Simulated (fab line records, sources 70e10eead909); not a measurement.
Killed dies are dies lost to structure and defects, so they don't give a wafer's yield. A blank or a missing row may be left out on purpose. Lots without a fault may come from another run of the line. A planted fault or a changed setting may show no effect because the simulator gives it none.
Chamber matching | flow nand_harc | NHARC_A_M1_DESCUM_14 on rie_diel-11: 4 sister chambers
The step chemistry O2, time 3 s. 18 wafers are shown with their chamber, then 9 later ones without.

WAFERS WITH THEIR CHAMBER
wafer  | chamber | showerhead_plenum_p_Torr (Torr) | drypump_motor_current_A (A) | oes_product_au (a.u.)
L929.1 | 2       | 1.98                            | 5.6                         | 1.014
L929.2 | 0       | 2.04                            | 6.1                         | 0.986
L929.4 | 1       | 1.90                            | 5.0                         | 1.009
L934.2 | 2       | 1.98                            | 5.5                         | 1.013
L934.3 | 1       | 1.90                            | 5.0                         | 1.023
L934.6 | 0       | 2.03                            | 6.0                         | 0.984
L937.2 | 3       | 1.96                            | 5.9                         | 0.989
L937.4 | 2       | 1.98                            | 5.5                         | 1.029
L937.6 | 0       | 2.03                            | 6.0                         | 1.011
L939.3 | 3       | 1.97                            | 5.9                         | 0.985
L939.5 | 1       | 1.90                            | 5.0                         | 1.014
L939.6 | 0       | 2.03                            | 6.1                         | 1.002
L940.2 | 0       | 2.03                            | 6.0                         | 1.019
L940.4 | 1       | 1.90                            | 5.0                         | 1.000
L940.5 | 2       | 1.98                            | 5.5                         | 1.034
L945.1 | 1       | 1.90                            | 5.0                         | 1.007
L945.4 | 2       | 1.98                            | 5.6                         | 1.024
L945.6 | 2       | 1.98                            | 5.6                         | 1.031

SIGNATURES (means of the wafers above)
reading                  | chamber 0 | chamber 1 | chamber 2 | chamber 3 | scatter within a chamber
showerhead_plenum_p_Torr | 2.0320    | 1.9000    | 1.9800    | 1.9650    | 0.00305
drypump_motor_current_A  | 6.040     | 5.000     | 5.550     | 5.900     | 0.0439
oes_product_au           | 1.00040   | 1.01060   | 1.02417   | 0.98700   | 0.0108
Rule: a wafer's distance from a chamber is the root of the sum, over the readings, of the square of ((its reading less the chamber's mean) divided by the reading's scatter). The wafer belongs to the nearest chamber; if the next one is less than 2 further off, it can't be placed. The scatter: the root of (the sum of the squares of (reading less its chamber's mean) over the shown wafers, divided by (wafers less chambers)).

WAFERS WITHOUT THEIR CHAMBER
wafer  | showerhead_plenum_p_Torr (Torr) | drypump_motor_current_A (A) | oes_product_au (a.u.)
L946.1 | 1.96                            | 6.0                         | 0.989
L946.2 | 2.03                            | 6.1                         | 1.001
L946.6 | 1.90                            | 5.0                         | 1.008
L948.3 | 1.90                            | 5.0                         | 1.016
L948.5 | 2.03                            | 6.1                         | 1.019
L948.6 | 1.96                            | 5.9                         | 0.990
L949.2 | 1.90                            | 5.0                         | 1.006
L949.3 | 1.96                            | 5.9                         | 0.998
L949.5 | 2.03                            | 6.1                         | 1.014

WHICH CHAMBER EACH WENT THROUGH
wafer  | from the rows above | in truth
L946.1 | 3                   | 3
L946.2 | 0                   | 0
L946.6 | 1                   | 1
L948.3 | 1                   | 1
L948.5 | 0                   | 0
L948.6 | 3                   | 3
L949.2 | 1                   | 1
L949.3 | 3                   | 3
L949.5 | 0                   | 0
Placed correctly: 9 of 9. Can't be placed from these rows: 0. Placed wrongly: 0.
